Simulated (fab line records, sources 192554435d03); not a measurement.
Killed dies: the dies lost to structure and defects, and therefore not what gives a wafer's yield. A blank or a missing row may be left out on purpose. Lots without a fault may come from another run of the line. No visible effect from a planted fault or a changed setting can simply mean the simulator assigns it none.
Lot-split experiment ; flow n5 finfet ; on a route of 1938 steps: 7 lots, 21 wafers read

== SPLIT DETAILS ==
At N5_BEOL_M8_ILD_DEP_00 (deposits SiCOH lowk from DEMS/porogen, target thk 179.75 nm, time 33.4 s), the setting time s was moved away from the recipe's 33.4 s on 6 of the 21 wafers read, by -10.2% to +14.2%. All remaining wafers had this setting at the recipe value.

== FROM THE SPLIT ON TO THE READING: in between, the file shows 1 step ==
- N5_BEOL_M8_CURE_74: cures SiCOH lowk, time 240 s

== THE READING ==
M8_ILD_THK, in nm, at N5_BEOL_M8_THK_MEAS_01. Fault-free wafers of this fab line usually give 154.6 nm, standard deviation 1.9 nm.

wafer;tool, chamber at the split;time s as run, s;against the recipe;M8_ILD_THK, nm;against lot-mates on the recipe
L076.3;pecvd-02, 0;33.4;recipe;151.1;-
L076.4;pecvd-02, 0;33.4;recipe;154.3;-
L076.6;pecvd-02, 2;33.4;recipe;155.9;-
L081.1;pecvd-02, 1;33.4;recipe;155.4;-
L081.2;pecvd-02, 0;33.4;recipe;151.8;-
L081.4;pecvd-02, 1;33.4;recipe;156.3;-
L080.1;pecvd-04, 0;38.02;+13.8%;174.9;+20.6
L080.3;pecvd-04, 1;33.4;recipe;153.0;-
L080.5;pecvd-04, 0;33.4;recipe;155.7;-
L084.2;pecvd-04, 2;38.15;+14.2%;176.7;+26.8
L084.3;pecvd-04, 1;33.4;recipe;149.9;-
L084.4;pecvd-04, 2;38.15;+14.2%;176.6;+26.7
L085.1;pecvd-01, 1;37.25;+11.5%;169.1;+15.2
L085.2;pecvd-01, 2,1;33.4;recipe;153.8;-
L085.4;pecvd-01, 2,1;33.4;recipe;154.0;-
L093.2;pecvd-01, 1;33.4;recipe;151.2;-
L093.3;pecvd-01, 2;30;-10.2%;139.1;-12.1
L093.5;pecvd-01, 0;30;-10.2%;142.0;-9.2
L095.1;pecvd-01, 2;33.4;recipe;154.9;-
L095.2;pecvd-01, 1;33.4;recipe;152.7;-
L095.5;pecvd-01, 0;33.4;recipe;157.0;-
The file does not say which wafer passed through which chamber wherever a row lists several chambers: such a row stands for several wafers.

FIT RESULTS
A straight line over all 21 wafers: M8_ILD_THK changes by +1.47 nm for each +1% of time s; r = +0.98; the points scatter about the line by 2.1 nm.
The same after taking each lot's own level away (the mean of its wafers on the recipe; 21 wafers): +1.51 nm for each +1%; r = +0.97; scatter 2.6 nm.
According to that fit, moving time s by its largest amount changes the reading by 21 nm.
Across the lots, their own levels run from 149.90 to 154.87 nm, a range of 2.6 times the standard deviation given above.
So the lot-to-lot level changes the slope little: the two slopes agree.
Check: for one of the wafers moved furthest among these (+14.2%), held out of the fit, the line's prediction against its lot-mates is +20.9 nm. Against them it came out at +26.8 nm.

== ADDITIONAL SPLITS CARRIED BY THESE WAFERS ==
Before the reading, these wafers also passed through other splits. Each is held against what the fit with the lots' levels taken away leaves over:
other split on the same wafers;wafers away from the commonest value;r with M8_ILD_THK (lot level and that fit taken away)
N5_BEOL_M6_ALD_77 ald cycles;8;-0.05
N5_BEOL_M7_COAT_71 spin rpm;6;-0.47
N5_BEOL_M7_EXPOSE_25 dose mj;5;+0.01

== THE WHOLE CHAIN: every reading that the file lists as answering this split, in the file's order ==
step;what it does;reading;change (the file's fit);r (the file's)
N5_BEOL_M8_ILD_DEP_00;deposits SiCOH lowk from DEMS/porogen, target thk 179.75 nm, time 33.4 s;SiCOH_lowk_of_BEOL_M8_ILD_DEP_00.thk nm (the simulator's own value, which no gauge read);+1.73 nm for each +1% of the setting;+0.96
N5_BEOL_M8_CURE_74;cures SiCOH lowk, time 240 s;SiCOH_lowk_of_BEOL_M8_ILD_DEP_00.thk nm (the simulator's own value, which no gauge read);+1.5 nm for each +1% of the setting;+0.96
N5_BEOL_M8_THK_MEAS_01;;M8_ILD_THK;+1.5 for each +1% of the setting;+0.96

== FILE'S OWN FIT ==
M8_ILD_THK changes by +1.5 nm for each +1% of time s, r = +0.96.
